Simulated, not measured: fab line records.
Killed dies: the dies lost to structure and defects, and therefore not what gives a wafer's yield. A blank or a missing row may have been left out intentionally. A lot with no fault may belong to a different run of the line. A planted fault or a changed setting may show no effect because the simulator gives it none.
fab line records	flow n5-finfet
record lots=11	wafers=33	last-day=17
route steps=1938 shown BEOL_M3@999 BEOL_M4@1111 PASSIVATION@1936
lots untouched by any fault: they come from a run of this same line in which no faults occurred
start-h: the number of hours between the record's first day and the start of the first shown wafer of the lot	wait-h: hours elapsed since this lot's preceding step	" repeats the value in the row above	L1.1+2: one row covering several wafers at once	- no value, or no start was given	* or withheld: withheld	< > ~ a bound
route shown NAME@n: names a module that has steps shown in the file, with the first one's number in the route	usual: mean/standard deviation of fault-free wafers	same: alike in all rows	chamber/n: place in a boat	sites: each site's reading	_std_site: how widely they spread, as a standard deviation	_edge_site: outer sites' mean less inner sites'	radius-mm: how far each site lies from the wafer's centre	mask NAME#n: copy n	behind: tool/chamber where the wafer was last shaped	hold: cause of the lot's hold/its duration in hours/its outcome	device: which transistor (n, p or np) failed to switch	end of line: at the end of the route, the tests of the same wafers	for a step that has no rows: nothing shown but its recipe	killed: the dies lost at the first sort to structure and to defects; this is not the yield of the wafer	map: a wafer's dies, marking killed ones x, the rest . and places with no die _
set.NAME: the run value of the setting; set.NAME@STEP: its run value at that earlier step	model.NAME: the simulator's own value behind a step, which no gauge read
one table for each step of the route and one row for each wafer, over a sample of lots
services: from which hour (start-h, from the record's first day; less than 0 if before it) a tool's chamber was out of use, for how many hours, and why
## steps
# step N5_BEOL_M3_ANNEAL_82
# recipe temp-c=400	time-s=240	ambient=vacuum
# usual heater-power-w=831/100
lot.wafer	tool	chamber	start-h	wait-h	heater-power-w
L659.2	pvd-sputter-02	-	152.83	0.0	719
L659.3	"	-	"	"	985
L659.4	"	-	"	"	823
L662.1	pvd-sputter-03	-	169.58	0.0	667
L662.2	"	-	"	"	916
L662.3	"	-	"	"	982
L663.3	pvd-sputter-03	-	174.66	0.0	932
L663.5	"	-	"	"	837
L663.6	"	-	"	"	968
L668.2	pvd-sputter-01	-	204.89	0.0	971
L668.5	"	-	"	"	981
L668.6	"	-	"	"	803
L667.1	pvd-sputter-02	-	208.92	0.0	782
L667.3	"	-	"	"	695
L667.6	"	-	"	"	790
L671.1	pvd-sputter-02	-	223.65	0.0	794
L671.3	"	-	"	"	693
L671.4	"	-	"	"	805
L674.2	pvd-sputter-01	-	243.45	0.0	967
L674.3	"	-	"	"	705
L674.6	"	-	"	"	705
L680.2	pvd-sputter-03	-	283.60	0.0	928
L680.3	"	-	"	"	682
L680.5	"	-	"	"	799
L678.1	pvd-sputter-01	-	285.80	0.0	787
L678.3	"	-	"	"	706
L678.5	"	-	"	"	810
L679.1	pvd-sputter-03	-	286.78	0.0	674
L679.2	"	-	"	"	927
L679.5	"	-	"	"	918
L682.2	pvd-sputter-01	-	288.83	0.0	702
L682.3	"	-	"	"	957
L682.6	"	-	"	"	982
# step N5_BEOL_M3_SPUTTER_90
# recipe material=Cu	target-thk-a=45	temp-c=-20	chamber-pressure-pa=0.07	power-w=withheld	time-s=8.29
# usual throttle-valve-pct=30.2/0.6
lot.wafer	tool	chamber	start-h	wait-h	throttle-valve-pct
L659.2	pvd-sputter-02	-	153.41	0.1	30.1
L659.3	"	-	"	"	30.2
L659.4	"	-	"	"	29.6
L662.1	pvd-sputter-03	-	170.16	0.1	31.5
L662.2	"	-	"	"	29.7
L662.3	"	-	"	"	29.4
L663.3	pvd-sputter-03	-	175.24	0.1	29.7
L663.5	"	-	"	"	30.3
L663.6	"	-	"	"	29.8
L668.2	pvd-sputter-01	-	205.47	0.1	30.2
L668.5	"	-	"	"	30.4
L668.6	"	-	"	"	29.5
L667.1	pvd-sputter-02	-	209.50	0.1	29.8
L667.3	"	-	"	"	30.4
L667.6	"	-	"	"	31.6
L671.1	pvd-sputter-02	-	224.23	0.1	31.4
L671.3	"	-	"	"	30.2
L671.4	"	-	"	"	29.7
L674.2	pvd-sputter-01	-	244.03	0.1	30.3
L674.3	"	-	"	"	30.0
L674.6	"	-	"	"	29.7
L680.2	pvd-sputter-03	-	284.18	0.1	29.5
L680.3	"	-	"	"	31.5
L680.5	"	-	"	"	30.2
L678.1	pvd-sputter-01	-	286.43	0.1	29.9
L678.3	"	-	"	"	29.6
L678.5	"	-	"	"	29.4
L679.1	pvd-sputter-03	-	287.36	0.1	31.7
L679.2	"	-	"	"	29.5
L679.5	"	-	"	"	29.6
L682.2	pvd-sputter-01	-	289.41	0.1	30.0
L682.3	"	-	"	"	30.3
L682.6	"	-	"	"	30.1
# step N5_BEOL_M3_CMP_52
# recipe stop-on=SiOC	t-overpolish-s=6.8	down-force-psi=1	platen-rpm=50	clearing-platen-down-force-psi=1.5	clearing-platen-rpm=50	post-cmp-clean=cu-alkaline	target-thk-nm=40	clearing-platen-pad-velocity-m-s=0.99484	pad-velocity-m-s=0.99484
# usual barrier-field-endpoint-s=24.2/0.69	edge-zone-pressure-frac=1.000/0.0046	head-pressure-psi=0.9998/0.0021	motor-current-A=6.0/0.6	overpolish-run-s=6.798/0.0092	time-to-endpoint-s=60/3.5
lot.wafer	tool	chamber	start-h	wait-h	barrier-field-endpoint-s	edge-zone-pressure-frac	head-pressure-psi	motor-current-A	overpolish-run-s	time-to-endpoint-s
L659.3	cmp-03	1	154.84	0.2	24.2	0.998	1.0025	6.2	6.794	63
L659.2	"	2	"	"	24.4	0.999	1.0009	7.0	6.800	67
L659.4	"	3	"	"	24.5	0.996	0.9971	6.4	6.801	62
L662.3	cmp-01	3	171.71	0.2	25.0	1.001	1.0022	6.7	6.792	64
L662.2	"	1	"	"	24.3	0.997	0.9989	6.6	6.799	62
L662.1	"	2	"	"	24.8	1.002	1.0006	5.3	6.814	62
L663.3	cmp-02	2	176.50	0.3	23.1	1.006	1.0002	5.9	6.799	54
L663.6	"	3	"	"	24.1	0.995	0.9948	6.1	6.806	59
L663.5	"	0	"	"	23.9	0.995	0.9997	5.0	6.810	58
L668.2	cmp-01	1	206.68	0.2	28.2	1.001	0.8521	6.0	6.803	58
L668.6	"	0	"	"	28.5	1.001	0.8553	4.8	6.793	56
L668.5	"	1	"	"	28.3	0.998	0.8540	6.2	6.798	56
L667.3	cmp-01	1	210.74	0.2	27.3	1.007	0.8558	6.5	6.801	58
L667.1	"	2	"	"	27.2	0.992	0.8577	5.4	6.785	58
L667.6	"	3	"	"	28.4	0.999	0.8513	6.7	6.796	60
L671.3	cmp-02	2	225.71	0.3	23.3	0.997	0.9958	6.4	6.801	56
L671.1	"	0	"	"	23.2	0.991	0.9961	5.2	6.802	55
L671.4	"	1	"	"	24.2	1.000	1.0020	6.2	6.807	60
L674.2	cmp-03	3	245.19	0.2	24.1	1.004	0.9971	6.5	6.793	57
L674.3	"	1	"	"	24.6	1.002	1.0028	5.8	6.795	64
L674.6	"	3	"	"	24.4	1.005	0.9975	7.1	6.791	60
L680.2	cmp-01	1	285.33	0.2	24.8	0.998	0.9997	6.5	6.790	66
L680.3	"	0	"	"	25.5	1.000	1.0024	5.0	6.817	64
L680.5	"	1	"	"	25.4	0.995	1.0023	6.7	6.807	68
L678.1	cmp-02	1	287.85	0.3	24.4	1.006	0.9989	6.2	6.800	62
L678.3	"	2	"	"	24.3	0.993	0.9955	6.4	6.797	58
L678.5	"	0	"	"	23.4	1.004	1.0003	5.1	6.812	58
L679.1	cmp-02	2	288.51	0.3	23.8	0.995	1.0026	6.1	6.794	58
L679.2	"	1	"	"	24.7	0.997	0.9968	6.3	6.796	59
L679.5	"	2	"	"	23.6	0.999	1.0028	6.0	6.796	58
L682.3	cmp-02	3	290.56	0.2	24.6	1.003	0.9980	5.9	6.787	60
L682.2	"	2	"	"	24.1	1.003	1.0010	6.1	6.793	58
L682.6	"	0	"	"	24.7	0.997	0.9982	5.0	6.784	59
# step N5_BEOL_M4_RC_MEAS_101
# usual DIBL_N=36.0/1.6	DIBL_P=36.1/2	IOFF_N=0.160/0.029	IOFF_P=0.21/0.039	ION_N=675/13	ION_P=464/8.8	SS_N=71.5/0.58	SS_P=73.3/0.65	VT_N=250/3.3	VT_P=-249/3.6
lot.wafer	tool	chamber	start-h	wait-h	DIBL_N[mV/V]	DIBL_P[mV/V]	IOFF_N[nA/um]	IOFF_P[nA/um]	ION_N[uA/um]	ION_P[uA/um]	SS_N[mV/dec]	SS_P[mV/dec]	VT_N[mV]	VT_P[mV]
L659.2	prober-02	0	164.07	0.2	37.4	36.9	0.164	0.21	676	456	72.0	73.4	247	-252
L659.3	"	0	"	"	35.6	34.9	0.128	0.19	659	454	71.5	73.0	251	-253
L659.4	"	0	"	"	36.4	33.6	0.141	0.17	662	449	71.6	72.7	254	-255
L662.1	prober-02	0	186.81	0.0	34.2	34.1	0.121	0.15	653	451	71.7	72.7	254	-259
L662.2	"	0	"	"	36.3	36.7	0.150	0.18	673	456	72.6	74.0	252	-255
L662.3	"	0	"	"	33.9	33.6	0.110	0.14	649	448	71.4	72.3	255	-259
L663.3	prober-02	0	191.35	0.3	33.7	35.3	0.146	0.19	678	463	71.2	73.1	250	-252
L663.5	"	0	"	"	32.2	33.5	0.118	0.17	675	466	70.8	72.7	253	-250
L663.6	"	0	"	"	35.7	37.8	0.175	0.23	678	463	70.7	73.7	247	-249
L667.1	prober-01	0	219.96	0.0	37.1	36.8	0.180	0.20	669	454	71.5	73.3	251	-251
L667.3	"	0	"	"	34.3	35.2	0.130	0.18	658	452	71.1	72.9	256	-250
L667.6	"	0	"	"	34.3	34.8	0.132	0.18	672	462	71.1	73.6	251	-252
L668.2	prober-02	0	220.17	0.2	35.8	35.5	0.150	0.20	677	467	71.9	73.4	249	-253
L668.5	"	0	"	"	37.9	37.8	0.186	0.24	688	472	72.2	73.6	245	-248
L668.6	"	0	"	"	38.2	37.7	0.192	0.24	688	466	71.8	73.8	245	-248
L671.1	prober-02	0	238.06	0.0	35.3	34.1	0.138	0.19	681	470	70.5	73.3	251	-252
L671.3	"	0	"	"	35.9	35.1	0.154	0.20	678	472	70.8	72.9	250	-251
L671.4	"	0	"	"	36.4	35.6	0.165	0.21	694	474	72.1	73.4	247	-250
L674.2	prober-01	0	265.02	0.2	37.8	37.4	0.193	0.20	694	463	71.6	74.1	245	-251
L674.3	"	0	"	"	36.3	35.7	0.152	0.18	681	461	71.6	74.1	251	-252
L674.6	"	0	"	"	36.0	34.8	0.136	0.16	657	444	71.0	72.7	253	-254
L680.2	prober-02	0	294.61	0.2	31.8	33.0	0.115	0.18	667	461	70.8	72.4	256	-250
L680.3	"	0	"	"	32.8	34.9	0.123	0.21	663	468	71.1	73.2	254	-246
L680.5	"	0	"	"	35.6	37.3	0.171	0.24	681	471	71.3	73.8	249	-247
L678.1	prober-01	0	297.94	0.0	34.8	34.0	0.146	0.17	687	463	70.9	72.3	247	-252
L678.3	"	0	"	"	36.2	35.5	0.154	0.20	681	469	71.5	73.7	248	-250
L678.5	"	0	"	"	36.8	35.9	0.174	0.21	699	468	71.2	73.0	247	-250
L679.1	prober-02	0	301.11	0.0	35.4	35.1	0.146	0.20	695	478	71.2	72.2	249	-251
L679.2	"	0	"	"	36.8	36.5	0.159	0.22	675	466	71.7	73.2	251	-248
L679.5	"	0	"	"	38.6	39.2	0.210	0.27	706	479	72.0	74.0	247	-247
L682.2	prober-01	0	302.01	0.2	37.1	39.3	0.192	0.30	682	472	70.9	74.7	245	-242
L682.3	"	0	"	"	37.2	38.6	0.181	0.27	677	469	72.6	73.8	247	-246
L682.6	"	0	"	"	38.8	40.2	0.234	0.31	687	468	72.1	74.1	244	-242
# step N5_PASSIVATION_PROBE_49
# usual defect-limited-yield=91.0/1.3	killed_at_M0_to_M3=36/9.5	killed_at_M4_up=14/5.6	killed-at-contacts=12/6.4	killed-at-front-end=40/10	killed-at-other=3.2/3	killed-dies=107/15	killed-on-rim=15/4.5	killed-open=69/12	killed-short=35/7.7	sort_bin_5_function=5.3/0.91	sort_bin_6_memory=3.3/0.65	sort_bin_8_speed=0.00/0.012	sort-n-pass=1073/15	sort-yield-pct=91.0/1.3
# same gross-dies=1180	killed-at-back-side=0	sort_bin_4_leakage[%]=0
lot.wafer	tool	chamber	start-h	wait-h	defect-limited-yield[%]	killed_at_M0_to_M3	killed_at_M4_up	killed-at-contacts	killed-at-front-end	killed-at-other	killed-dies	killed-on-rim	killed-open	killed-short	sort_bin_5_function[%]	sort_bin_6_memory[%]	sort_bin_8_speed[%]	sort-n-pass	sort-yield-pct[%]
L659.2	prober-02	-	270.16	0.1	92.6	34	13	6	32	2	87	14	57	29	5.0	2.1	0	1093	92.6
L659.3	prober-02	-	270.21	0.1	91.4	35	25	14	26	2	102	17	63	38	4.2	4.0	0	1078	91.4
L659.4	prober-02	-	270.26	0.2	92.8	38	7	12	27	1	85	13	61	24	3.6	3.3	0	1095	92.8
L663.3	prober-02	-	291.84	0.1	92.3	28	10	8	39	6	91	12	68	22	4.9	2.7	0	1089	92.3
L663.5	prober-02	-	291.94	0.2	88.4	33	11	26	58	9	137	19	92	40	5.6	5.4	0	1043	88.4
L663.6	prober-02	-	291.99	0.3	91.0	29	13	20	39	5	106	11	71	33	5.4	3.3	0	1074	91.0
L668.2	prober-02	-	333.02	0.6	90.3	41	20	16	35	2	114	13	72	40	5.3	4.0	0	1066	90.3
L668.5	prober-02	-	333.17	0.7	91.6	29	17	20	32	1	99	8	65	32	4.7	3.1	0	1081	91.6
L668.6	prober-02	-	333.22	0.8	90.1	49	11	21	35	1	117	18	80	36	6.7	3.1	0	1063	90.1
L667.1	prober-02	-	335.75	0.0	92.5	29	15	2	39	3	88	8	64	23	4.2	2.8	0	1092	92.5
L667.3	prober-02	-	335.85	0.1	88.9	41	27	3	59	1	131	18	92	37	6.0	4.4	0	1049	88.9
L667.6	prober-02	-	336.00	0.3	91.4	43	8	4	46	0	101	14	67	33	5.3	3.1	0	1079	91.4
L678.1	prober-02	-	404.61	0.0	90.3	38	13	7	53	3	114	15	63	49	5.4	3.6	0	1066	90.3
L678.3	prober-02	-	404.71	0.1	88.8	57	10	6	58	1	132	20	84	47	7.0	3.6	0	1048	88.8
L678.5	prober-02	-	404.81	0.2	91.7	34	14	6	43	1	98	13	60	35	5.0	3.1	0	1082	91.7
L679.1	prober-01	-	405.30	0.0	92.1	25	11	18	33	6	93	12	59	32	4.8	2.9	0	1087	92.1
L679.2	prober-01	-	405.35	0.1	91.6	36	13	5	41	4	99	15	60	37	4.5	3.6	0	1081	91.6
L679.5	prober-01	-	405.50	0.2	91.3	37	19	7	33	7	103	16	63	38	5.3	3.0	0	1077	91.3
# killed by level:class
L659.2 BEOL_M1:geometric-particle:open=8 FIN_SAQP:geometric-particle:open=7 STI_FIN_REVEAL:geometric-particle:open=7 BEOL_M0_SAQP:geometric-particle:short=6 BEOL_M2:geometric-particle:open=6 BEOL_M4:geometric-particle:open=6 FIN_SAQP:geometric-particle:short=5 MOL_CONTACT_COAG:geometric-particle:open=5
L659.3 BEOL_M4:geometric-particle:open=13 BEOL_M2:geometric-particle:open=13 MOL_CONTACT_COAG:geometric-particle:open=10 GATE_CUT:geometric-particle:short=7 BEOL_M2:geometric-particle:short=7 BEOL_M0_SAQP:geometric-particle:short=5 MOL_CONTACT_COAG:geometric-particle:short=4 STARTING-WAFER:geometric-particle:short=4
L659.4 BEOL_M1:geometric-particle:open=15 MOL_CONTACT_COAG:geometric-particle:open=10 STI_FIN_REVEAL:geometric-particle:open=8 BEOL_M0_SAQP:geometric-particle:open=8 FIN_SAQP:geometric-particle:short=5 BEOL_M0_SAQP:geometric-particle:short=5 BEOL_M0:geometric-particle:open=4 BEOL_M4:geometric-particle:open=4
L663.3 STI_FIN_REVEAL:geometric-particle:open=14 BEOL_M3:geometric-particle:open=8 MOL_CONTACT_COAG:geometric-particle:open=7 BEOL_M2:geometric-particle:open=7 BEOL_M4:geometric-particle:open=6 ILD0:geometric-particle:open=3 GATE_CUT:geometric-particle:short=3 GATE_CUT:geometric-particle:open=3
L663.5 STI_FIN_REVEAL:geometric-particle:open=21 MOL_CONTACT_COAG:geometric-particle:open=21 FIN_SAQP:geometric-particle:short=10 BEOL_M2:geometric-particle:open=9 BEOL_M1:geometric-particle:open=7 BEOL_M0_SAQP:geometric-particle:open=6 MOL_CONTACT_COAG:geometric-particle:short=5 HKMG_FIN:area-etch=5
L663.6 MOL_CONTACT_COAG:geometric-particle:open=18 STI_FIN_REVEAL:geometric-particle:open=9 FIN_SAQP:geometric-particle:open=8 GATE_CUT:geometric-particle:short=6 BEOL_M2:geometric-particle:open=6 BEOL_M0_SAQP:geometric-particle:open=5 BEOL_M3:geometric-particle:open=5 BEOL_M1:geometric-particle:open=4
L668.2 MOL_CONTACT_COAG:geometric-particle:open=12 BEOL_M0_SAQP:geometric-particle:open=10 FIN_SAQP:geometric-particle:open=8 BEOL_M0_SAQP:geometric-particle:short=7 BEOL_M1:geometric-particle:open=7 FIN_SAQP:geometric-particle:short=6 BEOL_M2:geometric-particle:open=6 BEOL_M3:geometric-particle:open=6
L668.5 MOL_CONTACT_COAG:geometric-particle:open=19 BEOL_M3:geometric-particle:open=9 FIN_SAQP:geometric-particle:short=7 FIN_SAQP:geometric-particle:open=5 BEOL_M0_SAQP:geometric-particle:short=5 BEOL_M0_SAQP:geometric-particle:open=4 BEOL_M1:geometric-particle:open=4 BEOL_M2:geometric-particle:open=4
L668.6 MOL_CONTACT_COAG:geometric-particle:open=16 BEOL_M0_SAQP:geometric-particle:open=11 BEOL_M1:geometric-particle:open=10 STI_FIN_REVEAL:geometric-particle:open=9 BEOL_M2:geometric-particle:open=9 BEOL_M0_SAQP:geometric-particle:short=6 GATE_CUT:geometric-particle:short=5 MOL_CONTACT_COAG:geometric-particle:short=5
L667.1 BEOL_M0_SAQP:geometric-particle:open=10 FIN_SAQP:geometric-particle:open=9 FIN_SAQP:geometric-particle:short=8 STI_FIN_REVEAL:geometric-particle:open=8 BEOL_M3:geometric-particle:open=8 GATE_CUT:geometric-particle:open=7 BEOL_M4:geometric-particle:open=7 BEOL_M1:geometric-particle:open=3
L667.3 BEOL_M4:geometric-particle:open=16 BEOL_M1:geometric-particle:open=15 STI_FIN_REVEAL:geometric-particle:open=14 FIN_SAQP:geometric-particle:short=12 BEOL_M3:geometric-particle:open=10 FIN_SAQP:geometric-particle:open=8 STARTING-WAFER:geometric-particle:open=7 BEOL_M0_SAQP:geometric-particle:open=6
L667.6 BEOL_M3:geometric-particle:open=13 BEOL_M0_SAQP:geometric-particle:short=10 BEOL_M1:geometric-particle:open=10 FIN_SAQP:geometric-particle:open=8 GATE_CUT:geometric-particle:short=7 GATE_CUT:geometric-particle:open=7 BEOL_M0_SAQP:geometric-particle:open=6 FIN_SAQP:geometric-particle:short=5
L678.1 FIN_SAQP:geometric-particle:short=26 FIN_SAQP:geometric-particle:open=17 BEOL_M0_SAQP:geometric-particle:open=14 BEOL_M0_SAQP:geometric-particle:short=10 MOL_CONTACT_COAG:geometric-particle:open=5 BEOL_M1:geometric-particle:open=5 BEOL_M2:geometric-particle:open=5 BEOL_M4:geometric-particle:open=5
L678.3 FIN_SAQP:geometric-particle:open=23 FIN_SAQP:geometric-particle:short=21 BEOL_M0_SAQP:geometric-particle:open=14 BEOL_M0_SAQP:geometric-particle:short=13 BEOL_M1:geometric-particle:open=9 BEOL_M3:geometric-particle:open=7 MOL_CONTACT_COAG:geometric-particle:open=6 DUMMY_GATE:geometric-particle:open=6
L678.5 FIN_SAQP:geometric-particle:short=15 FIN_SAQP:geometric-particle:open=10 BEOL_M1:geometric-particle:open=8 BEOL_M0_SAQP:geometric-particle:open=7 STI_FIN_REVEAL:geometric-particle:open=6 BEOL_M0_SAQP:geometric-particle:short=5 BEOL_M2:geometric-particle:open=5 BEOL_M4:geometric-particle:open=5
L679.1 MOL_CONTACT_COAG:geometric-particle:open=15 GATE_CUT:geometric-particle:short=10 BEOL_M0_SAQP:geometric-particle:open=10 GATE_CUT:geometric-particle:open=7 BEOL_M0_SAQP:geometric-particle:short=5 BEOL_M4:geometric-particle:open=4 STI_FIN_REVEAL:geometric-particle:open=3 SPACER0:geometric-particle:open=3
L679.2 FIN_SAQP:geometric-particle:open=13 BEOL_M0_SAQP:geometric-particle:open=10 BEOL_M0_SAQP:geometric-particle:short=9 GATE_CUT:geometric-particle:short=5 MOL_CONTACT_COAG:geometric-particle:open=5 BEOL_M4:geometric-particle:open=5 SPACER0:geometric-particle:open=4 BEOL_M1:geometric-particle:short=4
L679.5 DUMMY_GATE:geometric-particle:open=9 BEOL_M4:geometric-particle:open=9 BEOL_M0_SAQP:geometric-particle:short=8 BEOL_M2:geometric-particle:open=6 FIN_SAQP:geometric-particle:open=5 BEOL_M1:geometric-particle:open=5 BEOL_M3:geometric-particle:open=5 STARTING-WAFER:geometric-particle:open=5
## services
tool	chamber	start-h	hours	kind
cmp-02	-	135.25	4.0	pm
cmp-02	-	139.25	-	consumable-replace:conditioner
cmp-02	-	139.25	-	consumable-replace:pad
pvd-sputter-03	-	149.66	0.9	repair
cmp-01	-	164.50	4.3	pm
cmp-01	-	173.86	3.3	repair
cmp-02	-	199.17	2.7	repair
cmp-03	-	222.36	9.7	pm
cmp-01	-	224.07	4.0	pm
cmp-01	-	228.07	-	consumable-replace:conditioner
cmp-01	-	228.07	-	consumable-replace:pad
cmp-03	-	234.65	6.3	repair
cmp-03	-	242.27	2.7	repair
cmp-02	-	243.57	6.4	pm
pvd-sputter-01	-	265.37	5.6	repair
cmp-02	-	280.02	0.6	repair
## key
first-sign step=N5_BEOL_M3_CMP_52	reading=head-pressure-psi	direction=down	sigmas=68	usual=0.9998	struck=0.8544
effect step=N5_BEOL_M3_CMP_52	reading=barrier-field-endpoint-s	direction=up	sigmas=5.4	usual=24.2	struck=28.0
met-at N5_BEOL_M3_CMP_52
struck-lots L667,L668
not-acting-at N5_BEOL_M3_ANNEAL_82,N5_BEOL_M3_SPUTTER_90
onset-between 171.71 206.68
fault kind=process-parameter-drift	tool=cmp-01	chamber=-	onset-h=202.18	steps=N5_BEOL_M3_CMP_52	channel=down-force-psi	offset=-0.14621	shape=step	end-h=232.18	acts-in=these-recipes-only	stated=1
